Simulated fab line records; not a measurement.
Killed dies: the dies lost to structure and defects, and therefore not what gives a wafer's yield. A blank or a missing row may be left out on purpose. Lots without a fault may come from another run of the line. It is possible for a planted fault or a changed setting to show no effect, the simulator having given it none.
fab line records -- flow n5Finfet
record: lots: 11, wafers: 33, lastDay: 15
route steps=1938 shown BEOL_M10@1524 PASSIVATION@1936
lots that met no fault: taken from a fault-free run of the same line
startH: hours from the record's first day to the start of the lot's first wafer shown -- waitH: hours since the lot's step before -- " the same as in the row above -- L1.1+2: a row that stands for several wafers -- - either no value or no given start -- * or withheld: withheld -- < > ~ a bound
route shown NAME@n: names a module that has steps shown in the file, with the first one's number in the route -- usual: mean/standard deviation taken from wafers without a fault -- same: alike in all rows -- chamber/n: place in a boat -- sites: the reading at each site -- _std_site: the values' standard deviation -- _edge_site: mean of outer sites minus mean of inner sites -- radiusMm: for every site, how far away it sits from the centre of the wafer -- mask NAME#n: copy n -- behind: tool/chamber where the wafer was last shaped -- hold: what put the lot on hold/how long, in hours/how the hold closed -- device: transistor that didn't switch, given as n, p or np -- end of line: the same wafers' tests at the end of the route -- a step given without rows: its recipe and nothing more -- killed: dies that structure and defects cost at the first sort, which is not the same as the wafer's yield -- map: a wafer's dies, marking killed ones x, the rest . and places with no die _
set.NAME: the setting as run; set.NAME@STEP: as run at that earlier step -- model.NAME: the simulator's own value behind a step, which no gauge read
one table for each step of the route and one row for each wafer, over a sample of lots
services: a tool's chamber out of use, with start hour (startH, from the record's first day; less than 0 if before it), hours out, and reason
== steps ==
step: N5_BEOL_M10_ALD_74
recipe: material: TaN, targetThkA: 20, tempC: 275, aldPrecursorFamily: PDMAT, aldCoReactant: NH3, pressureTorr: 3, carrierFlowSccm: 1500, pulseTimeS: 2, purgeTimeS: 3, coReactantPurgeTimeS: 2, coReactantPulseTimeS: 3, aldCycles: 40, precursorVesselTempC: 75, precursorVesselPressureTorr: 26.25, precursorVesselCarrierSccm: 1000
usual: heaterPowerW: 419/32, mfcCarrierSccm: 1500/4.1
same: purgeTimeS: 3
lot.wafer,tool,chamber,startH,waitH,heaterPowerW,mfcCarrierSccm
L724.1,aldMetal-02,3,238.35,0.3,422,1496
L724.4,aldMetal-02,0,238.35,0.3,369,1490
L724.6,aldMetal-02,2,238.35,0.3,381,1508
L722.3,aldMetal-02,1,239.49,0.1,415,1503
L722.4,aldMetal-02,3,239.49,0.1,415,1501
L722.5,aldMetal-02,0,239.49,0.1,361,1508
L725.3,aldMetal-01,1,243.25,0.1,431,1505
L725.5,aldMetal-01,1,243.25,0.1,438,1503
L725.6,aldMetal-01,2,243.25,0.1,445,1506
L726.1,aldMetal-02,0,251.80,0.0,365,1496
L726.2,aldMetal-02,3,251.80,0.0,412,1499
L726.6,aldMetal-02,1,251.80,0.0,428,1497
L729.4,aldMetal-04,3,264.90,0.1,397,1505
L729.5,aldMetal-04,1,264.90,0.1,393,1501
L729.6,aldMetal-04,0,264.90,0.1,400,1502
L728.2,aldMetal-04,2,265.74,0.1,466,1508
L728.4,aldMetal-04,3,265.74,0.1,404,1505
L728.5,aldMetal-04,0,265.74,0.1,396,1499
L727.1,aldMetal-01,3,272.29,0.1,390,1501
L727.2,aldMetal-01,0,272.29,0.1,451,1497
L727.4,aldMetal-01,1,272.29,0.1,428,1499
L734.1,aldMetal-04,2,308.16,0.1,487,1505
L734.3,aldMetal-04,3,308.16,0.1,413,1500
L734.4,aldMetal-04,1,308.16,0.1,398,1499
L737.3,aldMetal-02,0,314.02,0.1,368,1499
L737.4,aldMetal-02,0,314.02,0.1,369,1492
L737.6,aldMetal-02,1,314.02,0.1,435,1499
L738.2,aldMetal-04,3,322.55,0.0,406,1499
L738.3,aldMetal-04,0,322.55,0.0,400,1495
L738.6,aldMetal-04,0,322.55,0.0,392,1489
L736.3,aldMetal-01,1,327.10,0.1,453,1500
L736.5,aldMetal-01,2,327.10,0.1,450,1498
L736.6,aldMetal-01,1,327.10,0.1,433,1500
step: N5_BEOL_M10_ECD_50
recipe: material: Cu, targetThkA: 3180
lot.wafer,tool,chamber,startH,waitH
L724.1+4+6,ecdCu-02,"0,0,1",239.42,0.1
L722.3+4+5,ecdCu-01,"1,0,0",240.21,0.1
L725.3+5+6,ecdCu-01,"0,0,1",243.94,0.1
L726.1+2+6,ecdCu-01,"1,0,0",252.60,0.1
L729.4+5+6,ecdCu-01,"1,0,1",265.80,0.1
L728.2+4+5,ecdCu-02,"1,1,0",267.87,0.1
L727.1+2+4,ecdCu-02,"1,0,1",274.69,0.1
L734.1+3+4,ecdCu-01,"1,1,0",310.43,0.1
L737.3+4+6,ecdCu-02,"0,1,1",314.78,0.1
L738.2+3+6,ecdCu-01,"0,1,1",323.41,0.1
L736.3+5+6,ecdCu-01,"1,1,0",327.80,0.1
step: N5_BEOL_M10_CMP_52
recipe: stopOn: SiCOH_lowk, tOverpolishS: 7, downForcePsi: 1, platenRpm: 50, clearingPlatenDownForcePsi: 1.5, clearingPlatenRpm: 50, postCmpClean: cuAlkaline, targetThkNm: 140, clearingPlatenPadVelocityMS: 0.99484, padVelocityMS: 0.99484
usual: edgeZonePressureFrac: 1.000/0.0048, motorCurrentA: 5.7/0.53, retainingRingPressureFrac: 1.000/0.0052, timeToEndpointS: 67/3.3
lot.wafer,tool,chamber,startH,waitH,edgeZonePressureFrac,motorCurrentA,retainingRingPressureFrac,timeToEndpointS
L724.4,cmp-02,1,240.07,0.2,1.002,5.4,0.996,69
L724.1,cmp-02,2,240.07,0.2,0.999,5.6,0.992,68
L724.6,cmp-02,0,240.07,0.2,0.996,5.6,1.001,67
L722.3,cmp-04,2,240.84,0.2,1.001,5.9,1.008,66
L722.4,cmp-04,0,240.84,0.2,1.002,7.1,1.003,66
L722.5,cmp-04,1,240.84,0.2,0.997,5.6,0.999,64
L725.3,cmp-02,3,244.57,0.3,0.992,5.2,0.998,68
L725.5,cmp-02,0,244.57,0.3,1.001,5.6,1.003,69
L725.6,cmp-02,1,244.57,0.3,1.008,5.0,1.004,66
L726.1,cmp-02,1,253.00,0.3,0.995,5.6,0.992,71
L726.2,cmp-02,2,253.00,0.3,0.999,5.5,0.995,67
L726.6,cmp-02,2,253.00,0.3,1.007,5.4,1.000,66
L729.4,cmp-02,3,266.91,0.2,1.006,5.4,0.995,70
L729.5,cmp-02,1,266.91,0.2,1.008,5.5,0.997,69
L729.6,cmp-02,2,266.91,0.2,1.006,5.3,0.999,69
L728.4,cmp-04,1,268.40,0.2,1.002,5.7,1.013,64
L728.2,cmp-04,2,268.40,0.2,1.002,5.9,1.000,67
L728.5,cmp-04,1,268.40,0.2,0.991,5.4,1.003,66
L727.4,cmp-02,3,275.23,0.2,0.999,5.2,0.989,68
L727.2,cmp-02,0,275.23,0.2,0.994,5.5,1.011,70
L727.1,cmp-02,1,275.23,0.2,1.001,5.5,0.998,68
L734.1,cmp-02,0,311.03,0.3,0.995,6.0,1.000,69
L734.3,cmp-02,1,311.03,0.3,0.996,5.5,1.005,69
L734.4,cmp-02,2,311.03,0.3,0.992,5.5,0.997,71
L737.4,cmp-02,0,315.59,0.1,1.001,5.6,0.996,69
L737.3,cmp-02,3,315.59,0.1,1.000,5.2,0.996,68
L737.6,cmp-02,1,315.59,0.1,0.998,5.5,1.006,67
L738.3,cmp-01,0,324.34,0.4,1.001,4.9,0.999,96
L738.2,cmp-01,1,324.34,0.4,1.005,6.2,1.005,62
L738.6,cmp-01,3,324.34,0.4,1.002,6.2,0.999,101
L736.3,cmp-01,3,328.24,0.2,1.000,6.1,0.996,101
L736.6,cmp-01,2,328.24,0.2,1.007,6.5,1.003,60
L736.5,cmp-01,3,328.24,0.2,0.991,6.7,1.003,97
step: N5_BEOL_M10_THK_MEAS_53
recipe: thkMeasGauge: xrf, reads: Cu_of_BEOL_M10_ECD_50
usual: M10_THK: 142.1/2.3
lot.wafer,tool,chamber,startH,waitH,M10_THK[nm]
L724.1,filmMetro-02,-,240.29,-,143.2
L724.4,filmMetro-02,-,240.29,-,146.7
L724.6,filmMetro-02,-,240.29,-,144.4
L722.3,filmMetro-01,-,241.10,-,141.9
L722.4,filmMetro-01,-,241.10,-,138.9
L722.5,filmMetro-01,-,241.10,-,139.8
L725.3,filmMetro-01,-,244.76,-,145.8
L725.5,filmMetro-01,-,244.76,-,141.8
L725.6,filmMetro-01,-,244.76,-,142.8
L726.1,filmMetro-01,-,253.30,-,143.5
L726.2,filmMetro-01,-,253.30,-,146.0
L726.6,filmMetro-01,-,253.30,-,144.4
L729.4,filmMetro-01,-,267.13,-,140.4
L729.5,filmMetro-01,-,267.13,-,139.3
L729.6,filmMetro-01,-,267.13,-,138.2
L728.2,filmMetro-01,-,268.69,-,140.7
L728.4,filmMetro-01,-,268.69,-,142.6
L728.5,filmMetro-01,-,268.69,-,145.1
L727.1,filmMetro-02,-,275.52,-,148.1
L727.2,filmMetro-02,-,275.52,-,143.4
L727.4,filmMetro-02,-,275.52,-,143.5
L734.1,filmMetro-01,-,311.29,-,143.6
L734.3,filmMetro-01,-,311.29,-,143.5
L734.4,filmMetro-01,-,311.29,-,144.7
L737.3,filmMetro-02,-,315.89,-,140.7
L737.4,filmMetro-02,-,315.89,-,142.2
L737.6,filmMetro-02,-,315.89,-,144.8
L738.2,filmMetro-02,-,324.56,-,143.5
L738.3,filmMetro-02,-,324.56,-,140.3
L738.6,filmMetro-02,-,324.56,-,144.1
L736.3,filmMetro-02,-,328.50,-,137.9
L736.5,filmMetro-02,-,328.50,-,137.1
L736.6,filmMetro-02,-,328.50,-,138.3
step: N5_BEOL_M10_INSPECT_58
recipe: inspectInstrument: darkfield, mode: postDep
usual: rawDefectCount: 66/20
lot.wafer,tool,chamber,startH,waitH,rawDefectCount
L724.1,defectInspect-01,-,240.45,0.0,92
L724.4,defectInspect-01,-,240.45,0.0,74
L724.6,defectInspect-01,-,240.45,0.0,45
L722.3,defectInspect-01,-,241.26,0.0,23
L722.4,defectInspect-01,-,241.26,0.0,53
L722.5,defectInspect-01,-,241.26,0.0,51
L725.3,defectInspect-01,-,244.92,0.0,71
L725.5,defectInspect-01,-,244.92,0.0,86
L725.6,defectInspect-01,-,244.92,0.0,82
L726.1,defectInspect-01,-,253.46,0.0,51
L726.2,defectInspect-01,-,253.46,0.0,46
L726.6,defectInspect-01,-,253.46,0.0,43
L729.4,defectInspect-02,-,267.29,0.0,59
L729.5,defectInspect-02,-,267.29,0.0,46
L729.6,defectInspect-02,-,267.29,0.0,55
L728.2,defectInspect-01,-,268.85,0.0,51
L728.4,defectInspect-01,-,268.85,0.0,72
L728.5,defectInspect-01,-,268.85,0.0,61
L727.1,defectInspect-01,-,275.68,0.0,63
L727.2,defectInspect-01,-,275.68,0.0,60
L727.4,defectInspect-01,-,275.68,0.0,49
L734.1,defectInspect-01,-,311.45,0.0,74
L734.3,defectInspect-01,-,311.45,0.0,81
L734.4,defectInspect-01,-,311.45,0.0,80
L737.3,defectInspect-02,-,316.05,0.0,45
L737.4,defectInspect-02,-,316.05,0.0,84
L737.6,defectInspect-02,-,316.05,0.0,36
L738.2,defectInspect-01,-,324.72,0.0,47
L738.3,defectInspect-01,-,324.72,0.0,68
L738.6,defectInspect-01,-,324.72,0.0,56
L736.3,defectInspect-01,-,328.66,0.0,56
L736.5,defectInspect-01,-,328.66,0.0,88
L736.6,defectInspect-01,-,328.66,0.0,44
step: N5_PASSIVATION_PROBE_49
usual: defectLimitedYield: 91.0/1.5, killed_at_M0_to_M3: 34/9.1, killed_at_M4_up: 14/5.7, killedAtContacts: 13/5.7, killedAtFrontEnd: 42/12, killedAtOther: 4/3.4, killedDies: 106/17, killedOnRim: 14/4.3, killedOpen: 70/13, killedShort: 34/7.5, sort_bin_5_function: 5.2/0.94, sort_bin_6_memory: 3.4/0.69, sortNPass: 1074/17, sortYieldPct: 91.0/1.5
same: grossDies: 1180, killedAtBackSide: 0, sort_bin_4_leakage[%]: 0, sort_bin_8_speed[%]: 0
lot.wafer,tool,chamber,startH,waitH,defectLimitedYield[%],killed_at_M0_to_M3,killed_at_M4_up,killedAtContacts,killedAtFrontEnd,killedAtOther,killedDies,killedOnRim,killedOpen,killedShort,sort_bin_5_function[%],sort_bin_6_memory[%],sortNPass,sortYieldPct[%]
L722.3,prober-02,-,289.66,0.1,90.3,39,6,9,56,4,114,13,81,33,6.6,2.9,1066,90.3
L722.4,prober-02,-,289.71,0.2,91.3,24,18,12,49,0,103,13,62,35,5.7,2.7,1077,91.3
L722.5,prober-02,-,289.76,0.2,93.3,27,7,12,32,1,79,12,51,27,3.9,2.7,1101,93.3
L724.1,prober-01,-,294.10,0.0,91.7,32,25,7,31,3,98,15,74,22,4.9,3.2,1082,91.7
L724.4,prober-01,-,294.25,0.2,90.6,28,15,18,42,8,111,11,71,36,5.3,3.6,1069,90.6
L724.6,prober-01,-,294.35,0.3,91.9,33,5,12,42,4,96,11,64,32,4.8,3.1,1084,91.9
L725.3,prober-02,-,295.06,0.1,90.8,46,11,4,48,0,109,17,68,36,5.1,3.5,1071,90.8
L725.5,prober-02,-,295.16,0.2,91.6,33,11,7,42,6,99,17,58,39,5.3,2.6,1081,91.6
L725.6,prober-02,-,295.21,0.3,92.2,43,9,7,28,5,92,13,67,24,5.3,2.1,1088,92.2
L726.1,prober-01,-,299.50,0.0,91.4,43,13,14,27,4,101,13,65,32,4.7,3.1,1079,91.4
L726.2,prober-01,-,299.55,0.1,90.8,41,9,15,37,6,108,14,68,39,6.0,2.8,1072,90.8
L726.6,prober-01,-,299.75,0.3,91.3,40,12,14,35,2,103,17,62,40,4.7,3.8,1077,91.3
L729.4,prober-02,-,314.52,0.2,91.3,27,9,16,45,6,103,15,66,37,5.3,3.1,1077,91.3
L729.5,prober-02,-,314.57,0.2,90.9,28,16,14,47,2,107,20,69,38,6.0,2.9,1073,90.9
L729.6,prober-02,-,314.62,0.3,90.8,37,17,19,31,5,109,11,71,38,4.7,4.4,1071,90.8
L728.2,prober-01,-,320.40,0.1,90.2,29,16,8,57,6,116,18,83,30,6.0,3.6,1064,90.2
L728.4,prober-01,-,320.50,0.2,89.2,40,17,20,49,2,128,13,88,39,7.2,3.4,1052,89.2
L728.5,prober-01,-,320.55,0.2,90.3,44,9,16,40,6,115,16,69,44,5.3,3.9,1065,90.3
L727.1,prober-01,-,322.89,0.0,91.4,31,19,5,39,7,101,12,71,28,5.1,3.2,1079,91.4
L727.2,prober-01,-,322.94,0.1,92.2,21,10,7,48,6,92,9,52,37,4.3,3.3,1088,92.2
L727.4,prober-01,-,323.04,0.2,91.8,31,6,11,46,3,97,18,59,36,5.1,2.7,1083,91.8
L734.1,prober-02,-,356.70,0.0,91.9,26,12,10,45,3,96,12,65,28,4.5,3.2,1084,91.9
L734.3,prober-02,-,356.80,0.1,90.8,27,7,13,59,2,108,8,72,34,5.7,3.1,1072,90.8
L734.4,prober-02,-,356.85,0.2,91.4,21,13,13,50,4,101,17,74,24,5.4,2.9,1079,91.4
L737.3,prober-01,-,358.59,0.1,92.0,26,11,13,34,10,94,3,50,44,4.7,3.0,1086,92.0
L737.4,prober-01,-,358.64,0.2,93.1,29,18,4,28,2,81,13,61,20,3.6,3.1,1099,93.1
L737.6,prober-01,-,358.74,0.3,89.4,50,17,17,20,21,125,17,83,41,5.8,4.3,1055,89.4
L738.2,prober-01,-,368.43,0.1,92.9,28,12,16,28,0,84,16,54,27,4.7,2.4,1096,92.9
L738.3,prober-01,-,368.48,0.1,89.5,29,16,19,55,5,124,17,80,44,5.7,4.3,1056,89.5
L738.6,prober-01,-,368.63,0.3,90.0,32,12,10,60,4,118,8,74,39,5.5,3.9,1062,90.0
L736.3,prober-02,-,368.70,0.1,89.0,32,16,8,74,0,130,11,81,45,5.9,4.3,1050,89.0
L736.5,prober-02,-,368.80,0.2,89.5,23,21,23,55,2,124,19,90,34,5.9,3.9,1056,89.5
L736.6,prober-02,-,368.85,0.3,90.8,19,13,16,56,5,109,8,76,33,6.0,2.9,1071,90.8
killed by level:class
L722.3 STI_FIN_REVEAL:geometricParticle:open=25 BEOL_M2:geometricParticle:open=14 MOL_CONTACT_COAG:geometricParticle:open=8 FIN_SAQP:geometricParticle:open=7 BEOL_M0_SAQP:geometricParticle:open=7 BEOL_M1:geometricParticle:open=6 BEOL_M0_SAQP:geometricParticle:short=6 STARTING-WAFER:geometricParticle:short=5
L722.4 FIN_SAQP:geometricParticle:short=12 BEOL_M4:geometricParticle:open=11 MOL_CONTACT_COAG:geometricParticle:open=10 STI_FIN_REVEAL:geometricParticle:open=9 BEOL_M1:geometricParticle:open=9 BEOL_M0_SAQP:geometricParticle:short=8 FIN_SAQP:geometricParticle:open=7 STI_FIN_REVEAL:geometricParticle:short=5
L722.5 STI_FIN_REVEAL:geometricParticle:open=10 MOL_CONTACT_COAG:geometricParticle:open=9 BEOL_M0_SAQP:geometricParticle:short=7 BEOL_M2:geometricParticle:open=7 FIN_SAQP:geometricParticle:short=5 DUMMY_GATE:geometricParticle:open=4 STI_FIN_REVEAL:geometricParticle:short=3 ILD0:geometricParticle:short=3
L724.1 STI_FIN_REVEAL:geometricParticle:open=11 BEOL_M4:geometricParticle:open=9 FIN_SAQP:geometricParticle:open=6 BEOL_M3:geometricParticle:open=6 BEOL_M5:geometricParticle:open=6 BEOL_M0_SAQP:geometricParticle:short=5 MOL_CONTACT_COAG:geometricParticle:open=5 BEOL_M1:geometricParticle:open=5
L724.4 MOL_CONTACT_COAG:geometricParticle:open=15 FIN_SAQP:geometricParticle:short=10 FIN_SAQP:geometricParticle:open=10 BEOL_M1:geometricParticle:open=9 STI_FIN_REVEAL:geometricParticle:open=8 BEOL_M0_SAQP:geometricParticle:short=4 BEOL_M0:geometricParticle:open=4 BEOL_M3:geometricParticle:open=4
L724.6 BEOL_M3:geometricParticle:open=13 FIN_SAQP:geometricParticle:open=10 MOL_CONTACT_COAG:geometricParticle:open=10 FIN_SAQP:geometricParticle:short=8 DUMMY_GATE:geometricParticle:open=7 BEOL_M0_SAQP:geometricParticle:short=7 STI_FIN_REVEAL:geometricParticle:open=5 STI_FIN_REVEAL:geometricParticle:short=4
L725.3 BEOL_M0_SAQP:geometricParticle:short=11 BEOL_M0_SAQP:geometricParticle:open=11 FIN_SAQP:geometricParticle:short=7 GATE_CUT:geometricParticle:open=7 BEOL_M1:geometricParticle:open=7 BEOL_M1:geometricParticle:short=6 BEOL_M3:geometricParticle:open=6 STI_FIN_REVEAL:geometricParticle:open=5
L725.5 BEOL_M0_SAQP:geometricParticle:short=9 BEOL_M0_SAQP:geometricParticle:open=9 FIN_SAQP:geometricParticle:open=6 GATE_CUT:geometricParticle:short=6 STI_FIN_REVEAL:geometricParticle:open=5 DUMMY_GATE:geometricParticle:open=5 STARTING-WAFER:geometricParticle:open=5 BEOL_M3:geometricParticle:open=5
L725.6 BEOL_M0_SAQP:geometricParticle:open=14 BEOL_M3:geometricParticle:open=11 BEOL_M1:geometricParticle:open=7 DUMMY_GATE:geometricParticle:open=6 FIN_SAQP:geometricParticle:open=5 STI_FIN_REVEAL:geometricParticle:open=5 BEOL_M0_SAQP:geometricParticle:short=5 GATE_CUT:geometricParticle:open=4
L726.1 BEOL_M3:geometricParticle:open=13 MOL_CONTACT_COAG:geometricParticle:open=10 STI_FIN_REVEAL:geometricParticle:open=7 BEOL_M0_SAQP:geometricParticle:open=7 BEOL_M2:geometricParticle:open=6 GATE_CUT:geometricParticle:short=5 BEOL_M1:geometricParticle:open=5 MOL_CONTACT_COAG:geometricParticle:short=4
L726.2 MOL_CONTACT_COAG:geometricParticle:open=13 BEOL_M0_SAQP:geometricParticle:open=10 FIN_SAQP:geometricParticle:short=7 BEOL_M0_SAQP:geometricParticle:short=7 BEOL_M1:geometricParticle:open=6 BEOL_M2:geometricParticle:open=6 STARTING-WAFER:geometricParticle:open=5 STARTING-WAFER:geometricParticle:short=5
L726.6 MOL_CONTACT_COAG:geometricParticle:open=12 BEOL_M3:geometricParticle:open=8 BEOL_M0_SAQP:geometricParticle:short=7 BEOL_M0_SAQP:geometricParticle:open=7 FIN_SAQP:geometricParticle:short=6 BEOL_M2:geometricParticle:open=6 FIN_SAQP:geometricParticle:open=5 STARTING-WAFER:geometricParticle:short=5
L729.4 MOL_CONTACT_COAG:geometricParticle:open=14 STI_FIN_REVEAL:geometricParticle:open=8 GATE_CUT:geometricParticle:short=7 BEOL_M0_SAQP:geometricParticle:short=7 BEOL_M3:geometricParticle:open=7 FIN_SAQP:geometricParticle:open=6 BEOL_M4:geometricParticle:open=6 FIN_SAQP:geometricParticle:short=5
L729.5 FIN_SAQP:geometricParticle:open=16 MOL_CONTACT_COAG:geometricParticle:open=11 BEOL_M4:geometricParticle:open=9 FIN_SAQP:geometricParticle:short=8 STI_FIN_REVEAL:geometricParticle:open=7 BEOL_M3:geometricParticle:open=7 BEOL_M2:geometricParticle:short=6 DUMMY_GATE:geometricParticle:open=4
L729.6 MOL_CONTACT_COAG:geometricParticle:open=15 BEOL_M4:geometricParticle:open=13 FIN_SAQP:geometricParticle:short=9 BEOL_M0_SAQP:geometricParticle:open=8 BEOL_M0_SAQP:geometricParticle:short=8 BEOL_M3:geometricParticle:open=8 FIN_SAQP:geometricParticle:open=6 BEOL_M1:geometricParticle:open=6
L728.2 STI_FIN_REVEAL:geometricParticle:open=20 FIN_SAQP:geometricParticle:open=14 FIN_SAQP:geometricParticle:short=6 MOL_CONTACT_COAG:geometricParticle:open=6 BEOL_M3:geometricParticle:open=6 BEOL_M0_SAQP:geometricParticle:open=5 BEOL_M1:geometricParticle:open=5 BEOL_M4:geometricParticle:open=5
L728.4 MOL_CONTACT_COAG:geometricParticle:open=16 FIN_SAQP:geometricParticle:open=14 FIN_SAQP:geometricParticle:short=10 BEOL_M3:geometricParticle:open=10 BEOL_M4:geometricParticle:open=10 BEOL_M0_SAQP:geometricParticle:open=9 BEOL_M0_SAQP:geometricParticle:short=7 STI_FIN_REVEAL:geometricParticle:open=6
L728.5 MOL_CONTACT_COAG:geometricParticle:open=16 FIN_SAQP:geometricParticle:open=13 BEOL_M1:geometricParticle:open=12 BEOL_M0_SAQP:geometricParticle:short=11 BEOL_M3:geometricParticle:open=9 FIN_SAQP:geometricParticle:short=8 ILD0:geometricParticle:short=5 MIM_TOP:geometricParticle:short=4
L727.1 STI_FIN_REVEAL:geometricParticle:open=10 BEOL_M2:geometricParticle:open=10 BEOL_M4:geometricParticle:open=8 GATE_CUT:geometricParticle:short=7 GATE_CUT:geometricParticle:open=6 BEOL_M0_SAQP:geometricParticle:short=6 DUMMY_GATE:geometricParticle:open=5 MOL_CONTACT_COAG:geometricParticle:open=5
L727.2 FIN_SAQP:geometricParticle:short=8 BEOL_M2:geometricParticle:open=8 DUMMY_GATE:geometricParticle:open=7 GATE_CUT:geometricParticle:short=7 FIN_SAQP:geometricParticle:open=6 MOL_CONTACT_COAG:geometricParticle:open=5 BEOL_M1:geometricParticle:open=5 STARTING-WAFER:geometricParticle:open=5
L727.4 FIN_SAQP:geometricParticle:open=14 GATE_CUT:geometricParticle:short=8 BEOL_M2:geometricParticle:open=8 MOL_CONTACT_COAG:geometricParticle:open=7 BEOL_M3:geometricParticle:open=7 STI_FIN_REVEAL:geometricParticle:open=6 BEOL_M0_SAQP:geometricParticle:open=6 FIN_SAQP:geometricParticle:short=5
L734.1 FIN_SAQP:geometricParticle:open=12 BEOL_M3:geometricParticle:open=7 FIN_SAQP:geometricParticle:short=6 MOL_CONTACT_COAG:geometricParticle:open=6 STI_FIN_REVEAL:geometricParticle:open=5 BEOL_M0_SAQP:geometricParticle:open=5 BEOL_M1:geometricParticle:open=5 DUMMY_GATE:geometricParticle:open=4
L734.3 FIN_SAQP:geometricParticle:open=19 FIN_SAQP:geometricParticle:short=11 STI_FIN_REVEAL:geometricParticle:open=10 MOL_CONTACT_COAG:geometricParticle:open=9 BEOL_M3:geometricParticle:open=8 BEOL_M0_SAQP:geometricParticle:short=5 DUMMY_GATE:geometricParticle:open=4 GATE_CUT:geometricParticle:open=4
L734.4 FIN_SAQP:geometricParticle:open=17 MOL_CONTACT_COAG:geometricParticle:open=12 GATE_CUT:geometricParticle:open=6 BEOL_M0_SAQP:geometricParticle:short=5 BEOL_M3:geometricParticle:open=5 FIN_SAQP:geometricParticle:short=4 STI_FIN_REVEAL:geometricParticle:open=4 DUMMY_GATE:geometricParticle:open=4
L737.3 MOL_CONTACT_COAG:geometricParticle:open=11 FIN_SAQP:geometricParticle:short=9 FIN_SAQP:geometricParticle:open=7 BEOL_M0_SAQP:geometricParticle:short=6 BEOL_M3:geometricParticle:open=6 BEOL_M3:geometricParticle:short=6 PASS1_CAP:geometricParticle:short=5 STI_FIN_REVEAL:geometricParticle:open=3
L737.4 FIN_SAQP:geometricParticle:open=11 BEOL_M0_SAQP:geometricParticle:open=9 BEOL_M3:geometricParticle:open=7 BEOL_M4:geometricParticle:open=6 BEOL_M7:geometricParticle:open=6 FIN_SAQP:geometricParticle:short=5 STI_FIN_REVEAL:geometricParticle:open=5 BEOL_M0_SAQP:geometricParticle:short=5
L737.6 BEOL_M3:geometricParticle:open=14 MOL_CONTACT_COAG:geometricParticle:open=12 BEOL_M0_SAQP:geometricParticle:open=9 BEOL_M1:geometricParticle:open=8 BEOL_M3:geometricParticle:short=7 MOL_CONTACT_COAG:geometricParticle:short=5 BEOL_M4:geometricParticle:open=5 BEOL_M7:geometricParticle:open=5
L738.2 MOL_CONTACT_COAG:geometricParticle:open=11 BEOL_M1:geometricParticle:open=8 GATE_CUT:geometricParticle:short=6 STI_FIN_REVEAL:geometricParticle:open=5 ILD0:geometricParticle:open=4 STARTING-WAFER:geometricParticle:open=4 MOL_CONTACT_COAG:geometricParticle:short=4 BEOL_M0_SAQP:geometricParticle:short=4
L738.3 MOL_CONTACT_COAG:geometricParticle:open=16 FIN_SAQP:geometricParticle:short=14 STI_FIN_REVEAL:geometricParticle:open=12 BEOL_M1:geometricParticle:open=11 BEOL_M3:geometricParticle:open=7 FIN_SAQP:geometricParticle:open=6 BEOL_M4:geometricParticle:open=6 DUMMY_GATE:geometricParticle:open=5
L738.6 FIN_SAQP:geometricParticle:short=12 STI_FIN_REVEAL:geometricParticle:open=9 FIN_SAQP:geometricParticle:open=8 BEOL_M1:geometricParticle:open=8 MOL_CONTACT_COAG:geometricParticle:open=8 BEOL_M3:geometricParticle:open=8 DUMMY_GATE:geometricParticle:open=6 GATE_CUT:geometricParticle:short=6
L736.3 FIN_SAQP:geometricParticle:open=18 STI_FIN_REVEAL:geometricParticle:open=13 DUMMY_GATE:geometricParticle:open=12 BEOL_M2:geometricParticle:open=10 FIN_SAQP:geometricParticle:short=9 BEOL_M0_SAQP:geometricParticle:short=8 STI_FIN_REVEAL:geometricParticle:short=7 MOL_CONTACT_COAG:geometricParticle:open=6
L736.5 FIN_SAQP:geometricParticle:open=26 MOL_CONTACT_COAG:geometricParticle:open=20 BEOL_M4:geometricParticle:open=11 FIN_SAQP:geometricParticle:short=7 DUMMY_GATE:geometricParticle:open=5 BEOL_M0_SAQP:geometricParticle:open=5 BEOL_M1:geometricParticle:open=5 STARTING-WAFER:geometricParticle:short=4
L736.6 FIN_SAQP:geometricParticle:open=21 MOL_CONTACT_COAG:geometricParticle:open=13 FIN_SAQP:geometricParticle:short=9 STI_FIN_REVEAL:geometricParticle:open=9 BEOL_M4:geometricParticle:open=9 BEOL_M2:geometricParticle:open=5 BEOL_M0_SAQP:geometricParticle:short=4 STI_FIN_REVEAL:geometricParticle:short=3
== services ==
tool,chamber,startH,hours,kind
cmp-04,-,219.11,0.3,repair
aldMetal-02,-,233.97,0.9,repair
cmp-02,-,235.24,0.5,repair
aldMetal-04,-,239.48,8.7,pm
cmp-04,-,241.20,14.3,repair
ecdCu-01,-,252.78,7.3,pm
cmp-01,-,255.04,5.6,pm
cmp-04,-,255.52,7.6,pm
cmp-01,-,262.95,15.5,pm
aldMetal-02,2,281.18,43.6,repair
aldMetal-04,0,282.69,6.7,repair
cmp-02,-,282.73,4.0,pm
cmp-02,-,286.73,-,consumableReplace:conditioner
cmp-02,-,286.73,-,consumableReplace:pad
cmp-02,-,302.66,5.8,pm
ecdCu-01,-,304.44,2.8,repair
cmp-01,-,312.11,2.6,repair
aldMetal-01,-,320.16,0.7,repair
cmp-02,-,325.38,5.3,pm
== key ==
firstSign: step: N5_BEOL_M10_CMP_52, reading: timeToEndpointS, direction: up, sigmas: 9.7, usual: *, struck: *
effect none on later readings
metAt N5_BEOL_M10_ECD_50
struckLots L736,L738
struckWafers L736.3,L736.5,L738.3,L738.6
notActingAt N5_BEOL_M10_ALD_74,N5_BEOL_M10_THK_MEAS_53,N5_BEOL_M10_INSPECT_58
onsetBetween 310.43 323.41
fault: kind: processParameterDrift, tool: ecdCu-01, chamber: 1, onsetH: 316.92, steps: N5_BEOL_M10_ECD_50, channel: targetThkA, offset: *, shape: step, endH: 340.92, actsIn: *, stated: *
